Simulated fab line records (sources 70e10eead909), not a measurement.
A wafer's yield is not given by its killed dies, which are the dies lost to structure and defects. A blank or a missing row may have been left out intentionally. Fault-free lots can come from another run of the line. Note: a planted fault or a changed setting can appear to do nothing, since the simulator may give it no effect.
Which tool was responsible? || flow nand harc || 12 lots, 36 wafers sampled, at 5 steps of a route of 1302

== WHAT THE GAUGES SHOWED, per wafer ==
NHARC_END_SORT_01. Usual: killed at array 56, standard deviation 17; killed at other 0.9, standard deviation 1.2; killed at periphery 3.9, standard deviation 2.5; killed dies 61, standard deviation 17; killed open 3.2, standard deviation 1.8; killed short 2.7, standard deviation 1.7.
{"lot": "L257", "measured": "day 31 21:36", "on": "prober-01", "killed at array": 79, "killed at other": 1, "killed at periphery": 1, "killed dies": 81, "killed open": 1, "killed short": 3, "flag": ""}

== WHAT TOOL EACH LOT RAN ON (gives the tool, then ch and the chambers of the sampled wafers, and finally the start) ==
{"lot": "L244", "NHARC_A_STAIRCASE_ETCH_234": "rie diel-10 ch 1,2, day 16 15:43 or earlier", "NHARC_A_STAIRCASE_TRIM_235": "rie diel-10 ch 2,3, day 16 15:43 or earlier", "NHARC_A_STAIRCASE_ETCH_236": "rie diel-10 ch 2,3, day 16 15:43 or earlier", "NHARC_A_STAIRCASE_EXPOSE_265": "krf scanner-02 ch 0, day 16 15:43"}
{"lot": "L245", "NHARC_A_STAIRCASE_ETCH_234": "rie diel-10 ch 1,2,3, day 17 00:21 or earlier", "NHARC_A_STAIRCASE_TRIM_235": "rie diel-10 ch 1,3, day 17 00:21 or earlier", "NHARC_A_STAIRCASE_ETCH_236": "rie diel-10 ch 0,2, day 17 00:21 or earlier", "NHARC_A_STAIRCASE_EXPOSE_265": "krf scanner-02 ch 0, day 17 00:21"}
{"lot": "L246", "NHARC_A_STAIRCASE_ETCH_234": "rie diel-05 ch 0,3, day 17 20:32 or earlier", "NHARC_A_STAIRCASE_TRIM_235": "rie diel-05 ch 0,1,2, day 17 20:32 or earlier", "NHARC_A_STAIRCASE_ETCH_236": "rie diel-05 ch 1,2, day 17 20:32 or earlier", "NHARC_A_STAIRCASE_EXPOSE_265": "krf scanner-01 ch 0, day 17 20:32"}
{"lot": "L247", "NHARC_A_STAIRCASE_ETCH_234": "rie diel-05 ch 0,1,2, day 18 01:35 or earlier", "NHARC_A_STAIRCASE_TRIM_235": "rie diel-05 ch 0,2,3, day 18 01:35 or earlier", "NHARC_A_STAIRCASE_ETCH_236": "rie diel-05 ch 0,1,2, day 18 01:35 or earlier", "NHARC_A_STAIRCASE_EXPOSE_265": "krf scanner-02 ch 0, day 18 01:35"}
{"lot": "L253", "NHARC_A_STAIRCASE_ETCH_234": "rie diel-05 ch 0,1,3, day 20 19:16 or earlier", "NHARC_A_STAIRCASE_TRIM_235": "rie diel-05 ch 0,1,2, day 20 19:16 or earlier", "NHARC_A_STAIRCASE_ETCH_236": "rie diel-05 ch 0,2,3, day 20 19:16 or earlier", "NHARC_A_STAIRCASE_EXPOSE_265": "krf scanner-04 ch 0, day 20 19:16"}
{"lot": "L255", "NHARC_A_STAIRCASE_ETCH_234": "rie diel-05 ch 1,2,3, day 21 08:49 or earlier", "NHARC_A_STAIRCASE_TRIM_235": "rie diel-05 ch 0,2,3, day 21 08:49 or earlier", "NHARC_A_STAIRCASE_ETCH_236": "rie diel-05 ch 1,2,3, day 21 08:49 or earlier", "NHARC_A_STAIRCASE_EXPOSE_265": "krf scanner-04 ch 0, day 21 08:49"}
{"lot": "L256", "NHARC_A_STAIRCASE_ETCH_234": "rie diel-11 ch 0,2,3, day 22 23:10 or earlier", "NHARC_A_STAIRCASE_TRIM_235": "rie diel-11 ch 0,1,3, day 22 23:10 or earlier", "NHARC_A_STAIRCASE_ETCH_236": "rie diel-11 ch 0,1,2, day 22 23:10 or earlier", "NHARC_A_STAIRCASE_EXPOSE_265": "krf scanner-02 ch 0, day 22 23:10"}
{"lot": "L257", "NHARC_A_STAIRCASE_ETCH_234": "rie diel-05 ch 1,2, day 23 00:23 or earlier", "NHARC_A_STAIRCASE_TRIM_235": "rie diel-05 ch 0,1,2, day 23 00:23 or earlier", "NHARC_A_STAIRCASE_ETCH_236": "rie diel-05 ch 1,2, day 23 00:23 or earlier", "NHARC_A_STAIRCASE_EXPOSE_265": "krf scanner-04 ch 0, day 23 00:23"}
{"lot": "L258", "NHARC_A_STAIRCASE_ETCH_234": "rie diel-10 ch 2,3, day 23 01:00 or earlier", "NHARC_A_STAIRCASE_TRIM_235": "rie diel-10 ch 0,3, day 23 01:00 or earlier", "NHARC_A_STAIRCASE_ETCH_236": "rie diel-10 ch 1,2, day 23 01:00 or earlier", "NHARC_A_STAIRCASE_EXPOSE_265": "krf scanner-02 ch 0, day 23 01:00"}
{"lot": "L260", "NHARC_A_STAIRCASE_ETCH_234": "rie diel-05 ch 0,2, day 23 15:34 or earlier", "NHARC_A_STAIRCASE_TRIM_235": "rie diel-05 ch 0,2, day 23 15:34 or earlier", "NHARC_A_STAIRCASE_ETCH_236": "rie diel-05 ch 0,1, day 23 15:34 or earlier", "NHARC_A_STAIRCASE_EXPOSE_265": "krf scanner-02 ch 0, day 23 15:34"}
{"lot": "L264", "NHARC_A_STAIRCASE_ETCH_234": "rie diel-10 ch 0,2,3, day 25 13:07 or earlier", "NHARC_A_STAIRCASE_TRIM_235": "rie diel-10 ch 0,1, day 25 13:07 or earlier", "NHARC_A_STAIRCASE_ETCH_236": "rie diel-10 ch 0,2,3, day 25 13:07 or earlier", "NHARC_A_STAIRCASE_EXPOSE_265": "krf scanner-01 ch 0, day 25 13:07"}
{"lot": "L265", "NHARC_A_STAIRCASE_ETCH_234": "rie diel-11 ch 1,3, day 25 14:33 or earlier", "NHARC_A_STAIRCASE_TRIM_235": "rie diel-11 ch 1,2,3, day 25 14:33 or earlier", "NHARC_A_STAIRCASE_ETCH_236": "rie diel-11 ch 2,3, day 25 14:33 or earlier", "NHARC_A_STAIRCASE_EXPOSE_265": "krf scanner-02 ch 0, day 25 14:33"}
- NHARC_A_STAIRCASE_ETCH_234: etches the open film in C4F8/O2, target depth 100 nm, time 40.5 s.
- NHARC_A_STAIRCASE_TRIM_235: chemistry O2, time 211.2 s.
- NHARC_A_STAIRCASE_ETCH_236: etches the open film in C4F8/O2, target depth 100 nm, time 40.5 s.
- NHARC_A_STAIRCASE_EXPOSE_265: exposes mask CHOP 200.

== AS READ BY THE TOOLS THEMSELVES (means over the sampled wafers that have a number; for cases with no such wafer, the mark the record gives instead) ==
NHARC_A_STAIRCASE_ETCH_234. Usual: oes product au 0.948 a.u., standard deviation 0.018; rf vpp V 897 V, standard deviation 6.3.
{"lot": "L244", "tool": "rie diel-10", "oes product au (a.u.)": 0.959, "rf vpp V (V)": 897, "flag": ""}
{"lot": "L245", "tool": "rie diel-10", "oes product au (a.u.)": 0.945, "rf vpp V (V)": 894, "flag": ""}
{"lot": "L246", "tool": "rie diel-05", "oes product au (a.u.)": 0.959, "rf vpp V (V)": 890, "flag": ""}
{"lot": "L247", "tool": "rie diel-05", "oes product au (a.u.)": 0.960, "rf vpp V (V)": 895, "flag": ""}
{"lot": "L253", "tool": "rie diel-05", "oes product au (a.u.)": 0.951, "rf vpp V (V)": 895, "flag": ""}
{"lot": "L255", "tool": "rie diel-05", "oes product au (a.u.)": 0.956, "rf vpp V (V)": 893, "flag": ""}
{"lot": "L256", "tool": "rie diel-11", "oes product au (a.u.)": 0.934, "rf vpp V (V)": 900, "flag": ""}
{"lot": "L257", "tool": "rie diel-05", "oes product au (a.u.)": 0.960, "rf vpp V (V)": 894, "flag": ""}
{"lot": "L258", "tool": "rie diel-10", "oes product au (a.u.)": 0.942, "rf vpp V (V)": 899, "flag": ""}
{"lot": "L260", "tool": "rie diel-05", "oes product au (a.u.)": 0.958, "rf vpp V (V)": 889, "flag": ""}
{"lot": "L264", "tool": "rie diel-10", "oes product au (a.u.)": 0.945, "rf vpp V (V)": 897, "flag": ""}
{"lot": "L265", "tool": "rie diel-11", "oes product au (a.u.)": 0.958, "rf vpp V (V)": 898, "flag": ""}

NHARC_A_STAIRCASE_TRIM_235. Usual: drypump motor current A 6.0 A, standard deviation 0.36; oes product au 1.004 a.u., standard deviation 0.018; rf vpp V 57.7 V, standard deviation 1; showerhead plenum p Torr 3.53 Torr, standard deviation 0.17; throttle valve pct 17.036 %, standard deviation 0.0088.
{"lot": "L244", "tool": "rie diel-10", "drypump motor current A (A)": 5.7, "oes product au (a.u.)": 1.025, "rf vpp V (V)": 57.8, "showerhead plenum p Torr (Torr)": 3.43, "throttle valve pct (%)": 17.038, "flag": ""}
{"lot": "L245", "tool": "rie diel-10", "drypump motor current A (A)": 5.7, "oes product au (a.u.)": 0.998, "rf vpp V (V)": 56.8, "showerhead plenum p Torr (Torr)": 3.39, "throttle valve pct (%)": 17.034, "flag": ""}
{"lot": "L246", "tool": "rie diel-05", "drypump motor current A (A)": 6.3, "oes product au (a.u.)": 1.008, "rf vpp V (V)": 57.3, "showerhead plenum p Torr (Torr)": 3.50, "throttle valve pct (%)": 17.035, "flag": ""}
{"lot": "L247", "tool": "rie diel-05", "drypump motor current A (A)": 6.3, "oes product au (a.u.)": 1.003, "rf vpp V (V)": 56.8, "showerhead plenum p Torr (Torr)": 3.35, "throttle valve pct (%)": 17.035, "flag": ""}
{"lot": "L253", "tool": "rie diel-05", "drypump motor current A (A)": 6.3, "oes product au (a.u.)": 1.016, "rf vpp V (V)": 56.6, "showerhead plenum p Torr (Torr)": 3.48, "throttle valve pct (%)": 17.034, "flag": ""}
{"lot": "L255", "tool": "rie diel-05", "drypump motor current A (A)": 6.2, "oes product au (a.u.)": 1.022, "rf vpp V (V)": 56.7, "showerhead plenum p Torr (Torr)": 3.34, "throttle valve pct (%)": 17.039, "flag": ""}
{"lot": "L256", "tool": "rie diel-11", "drypump motor current A (A)": 5.7, "oes product au (a.u.)": 0.991, "rf vpp V (V)": 58.6, "showerhead plenum p Torr (Torr)": 3.64, "throttle valve pct (%)": 17.039, "flag": ""}
{"lot": "L257", "tool": "rie diel-05", "drypump motor current A (A)": 6.3, "oes product au (a.u.)": 1.018, "rf vpp V (V)": 57.2, "showerhead plenum p Torr (Torr)": 3.48, "throttle valve pct (%)": 17.036, "flag": ""}
{"lot": "L258", "tool": "rie diel-10", "drypump motor current A (A)": 5.8, "oes product au (a.u.)": 0.986, "rf vpp V (V)": 57.7, "showerhead plenum p Torr (Torr)": 3.69, "throttle valve pct (%)": 17.024, "flag": ""}
{"lot": "L260", "tool": "rie diel-05", "drypump motor current A (A)": 6.3, "oes product au (a.u.)": 1.014, "rf vpp V (V)": 56.2, "showerhead plenum p Torr (Torr)": 3.34, "throttle valve pct (%)": 17.033, "flag": ""}
{"lot": "L264", "tool": "rie diel-10", "drypump motor current A (A)": 5.3, "oes product au (a.u.)": 0.991, "rf vpp V (V)": 58.1, "showerhead plenum p Torr (Torr)": 3.53, "throttle valve pct (%)": 17.037, "flag": ""}
{"lot": "L265", "tool": "rie diel-11", "drypump motor current A (A)": 5.9, "oes product au (a.u.)": 1.005, "rf vpp V (V)": 57.6, "showerhead plenum p Torr (Torr)": 3.65, "throttle valve pct (%)": 17.030, "flag": ""}

NHARC_A_STAIRCASE_ETCH_236. Usual: oes product au 0.946 a.u., standard deviation 0.017; rf vpp V 896 V, standard deviation 6.4.
{"lot": "L244", "tool": "rie diel-10", "oes product au (a.u.)": 0.967, "rf vpp V (V)": 891, "flag": ""}
{"lot": "L245", "tool": "rie diel-10", "oes product au (a.u.)": 0.949, "rf vpp V (V)": 895, "flag": ""}
{"lot": "L246", "tool": "rie diel-05", "oes product au (a.u.)": 0.948, "rf vpp V (V)": 898, "flag": ""}
{"lot": "L247", "tool": "rie diel-05", "oes product au (a.u.)": 0.957, "rf vpp V (V)": 895, "flag": ""}
{"lot": "L253", "tool": "rie diel-05", "oes product au (a.u.)": 0.961, "rf vpp V (V)": 889, "flag": ""}
{"lot": "L255", "tool": "rie diel-05", "oes product au (a.u.)": 0.960, "rf vpp V (V)": 892, "flag": ""}
{"lot": "L256", "tool": "rie diel-11", "oes product au (a.u.)": 0.924, "rf vpp V (V)": 903, "flag": ""}
{"lot": "L257", "tool": "rie diel-05", "oes product au (a.u.)": 0.961, "rf vpp V (V)": 898, "flag": ""}
{"lot": "L258", "tool": "rie diel-10", "oes product au (a.u.)": 0.929, "rf vpp V (V)": 896, "flag": ""}
{"lot": "L260", "tool": "rie diel-05", "oes product au (a.u.)": 0.967, "rf vpp V (V)": 895, "flag": ""}
{"lot": "L264", "tool": "rie diel-10", "oes product au (a.u.)": 0.931, "rf vpp V (V)": 898, "flag": ""}
{"lot": "L265", "tool": "rie diel-11", "oes product au (a.u.)": 0.942, "rf vpp V (V)": 900, "flag": ""}

NHARC_A_STAIRCASE_EXPOSE_265. Usual: exposure dose mJ cm2 25.010, standard deviation 0.021.
{"lot": "L244", "tool": "krf scanner-02", "exposure dose mJ cm2": 24.999, "flag": ""}
{"lot": "L245", "tool": "krf scanner-02", "exposure dose mJ cm2": 25.029, "flag": ""}
{"lot": "L246", "tool": "krf scanner-01", "exposure dose mJ cm2": 25.010, "flag": ""}
{"lot": "L247", "tool": "krf scanner-02", "exposure dose mJ cm2": 25.030, "flag": ""}
{"lot": "L253", "tool": "krf scanner-04", "exposure dose mJ cm2": 23.852, "flag": "OFF"}
{"lot": "L255", "tool": "krf scanner-04", "exposure dose mJ cm2": 23.846, "flag": "OFF"}
{"lot": "L256", "tool": "krf scanner-02", "exposure dose mJ cm2": 24.983, "flag": ""}
{"lot": "L257", "tool": "krf scanner-04", "exposure dose mJ cm2": 23.846, "flag": "OFF"}
{"lot": "L258", "tool": "krf scanner-02", "exposure dose mJ cm2": 24.996, "flag": ""}
{"lot": "L260", "tool": "krf scanner-02", "exposure dose mJ cm2": 25.020, "flag": ""}
{"lot": "L264", "tool": "krf scanner-01", "exposure dose mJ cm2": 24.996, "flag": ""}
{"lot": "L265", "tool": "krf scanner-02", "exposure dose mJ cm2": 24.981, "flag": ""}

== THE ANSWER, worked out from the rows above alone ==
Rule: a lot is off if the mean of its wafers that have a number lies more than 3 standard deviations from the usual mean. Also off: a lot with no number at a reading for which 4 or more lots have one. Any other lot the step has rows for is counted as sound. Order of review: gauges by route order, followed by the tools' own readings, for which a lot's mean as printed above is used. The first step at which some lot is off is used, and at that step the reading that is off furthest; a lot without a number counts as furthest.
Off, at NHARC_A_STAIRCASE_EXPOSE_265 on exposure dose mJ cm2: L253, L255, L257.
If a tool, at that step or one of the process steps before it, ran each lot that is off and ran no sound lot following the first of them, it fits. With no start given for some of its lots, NHARC_A_STAIRCASE_ETCH_234 uses the hours and lot order of NHARC_A_STAIRCASE_EXPOSE_265. With no start given for some of its lots, NHARC_A_STAIRCASE_TRIM_235 uses the hours and lot order of NHARC_A_STAIRCASE_EXPOSE_265. With no start given for some of its lots, NHARC_A_STAIRCASE_ETCH_236 uses the hours and lot order of NHARC_A_STAIRCASE_EXPOSE_265. One fits: NHARC_A_STAIRCASE_EXPOSE_265 on krf scanner-04. It ran no sound lot before its first lot that is off in this sample, so the start can't be narrowed down.
The tool's own readings at NHARC_A_STAIRCASE_EXPOSE_265 bear it out: on the lots that are off they differ by more than 5 times the standard deviation of the sound lots' means. exposure dose mJ cm2 reads 23.848 there against 25.005 on the sound lots.

== WHAT THE SIMULATOR HAD PUT IN ==
Drift in process parameters on krf scanner-04 at NHARC_A_STAIRCASE_EXPOSE_265, starting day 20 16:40. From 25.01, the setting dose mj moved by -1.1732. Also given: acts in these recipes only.
Shown lots that were struck: L257, L253, L255. The rule above found the same.
